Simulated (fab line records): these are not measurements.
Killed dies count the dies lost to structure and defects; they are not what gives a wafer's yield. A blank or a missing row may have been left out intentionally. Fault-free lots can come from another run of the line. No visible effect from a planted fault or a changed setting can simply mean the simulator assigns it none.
Comparing a struck lot with a sound one | flow n5 finfet | 16 out of 1938 route steps
Sound: these wafers, L142.1, L142.2, L142.6. The struck wafers were L137.1, L137.5, L137.6. At the end, the cause is stated.
At each step with rows: each side's tool, then ch and its chambers, then its first start. Under that, the readings that differ: sound wafers | struck wafers | difference of the means | sigmas: that difference in standard deviations of wafers without a fault.
alike: same words and numbers on both sides, and readings whose means sit less than 2 such deviations apart. not compared: any withheld reading, any reading some wafer has no value for, any bound like >300 that may hide the same value, and any number with overlapping values for which the record gives no deviation.
The two part at a step that has a row with sigmas, a row that says differs or no value, or rows on one side only. Numbers that don't overlap but have no deviation are shown without sigmas and don't part them. A reading missing from all wafers of one side parts the sides only when that side holds two or more wafers.

N5_BEOL_M4_CD_MEAS_35: target cd 18 nm, target cd y 22.4 nm.
  sound on cd sem-03 at day 11 21:10; struck on cd sem-01 at day 10 23:02
  alike: cd nm
N5_BEOL_M4_DEGAS_44: time 60 s.
  sound on pvd sputter-03 at day 11 21:29; struck on pvd sputter-03 at day 10 23:28
  alike: heater power w
then, 1 step without rows for these wafers: N5_BEOL_M4_PRE_CLEAN_45 (time 30 s).
N5_BEOL_M4_ALD_84: deposits TaN, pulse time 2 s, purge time 3 s, co reactant purge time 2 s.
  sound on ald metal-01 ch 0,1,2, day 11 21:36; struck on ald metal-04 ch 1,2, day 10 23:37
  alike: heater power w
then, 2 steps without rows for these wafers: N5_BEOL_M4_SURFACE_TREAT_85; N5_BEOL_M4_CVD_47 (deposits Co from CCTBA/H2, target thk 3 nm, time 223.8 s).
N5_BEOL_M4_SPUTTER_48: material Cu, target thk 4.5 nm, time 8.29 s.
  sound on pvd sputter-02 at day 11 22:14; struck on pvd sputter-01 at day 11 00:13
  reading                  | sound                 | struck                 | difference | sigmas
  chamber pressure pa (Pa) | 0.0702 0.07024 0.0703 | 0.0701 0.06988 0.06975 | -0.0003    | -2
  alike: chuck gas flow sccm, throttle valve pct
then, 3 steps without rows for these wafers: N5_BEOL_M4_ANNEAL_49 (time 240 s); N5_BEOL_M4_SPUTTER_79 (material Cu, target thk 4.5 nm, time 8.29 s); N5_BEOL_M4_ANNEAL_80 (time 240 s).
N5_BEOL_M4_SPUTTER_81: material Cu, target thk 4.5 nm, time 8.29 s.
  sound on pvd sputter-02 at day 11 22:41; struck on pvd sputter-01 at day 11 01:05
  alike: chamber pressure pa, chuck gas flow sccm, throttle valve pct
N5_BEOL_M4_ANNEAL_82: time 240 s.
  sound on pvd sputter-02 at day 11 22:46; struck on pvd sputter-01 at day 11 01:15
  alike: heater power w
N5_BEOL_M4_SPUTTER_86: material Cu, target thk 4.5 nm, time 8.29 s.
  sound on pvd sputter-02 at day 11 22:54; struck on pvd sputter-01 at day 11 01:32
  no value came back on the struck wafers for chamber pressure pa (Pa), chuck gas flow sccm (sccm), throttle valve pct (%); on the sound wafers chamber pressure pa (Pa) reads 0.06992 0.06998 0.07004
then, 1 step without rows for these wafers: N5_BEOL_M4_ANNEAL_87 (time 240 s).
N5_BEOL_M4_RC_MEAS_101:
  sound on prober-01 ch 0, day 12 01:20; struck on prober-01 ch 0, day 11 04:55
  alike: DIBL_N, DIBL_P, IOFF_N, IOFF_P, ION_N, ION_P, SS_N, SS_P, VT_N, VT_P
-- the record jumps here: 4 days lie between the struck wafers' starts before and after (it left off in module BEOL_M4 and takes up again in module PASSIVATION, whose first step shown is number 1936 of the route) --
N5_PASSIVATION_PROBE_49:
  the record has rows for the struck wafers here (prober-02, day 15 08:00) and none for the sound ones

WHERE THEY PART
At N5_BEOL_M4_SPUTTER_48 first; at N5_PASSIVATION_PROBE_49 last (within this record only).

WHY: what the simulator had put in
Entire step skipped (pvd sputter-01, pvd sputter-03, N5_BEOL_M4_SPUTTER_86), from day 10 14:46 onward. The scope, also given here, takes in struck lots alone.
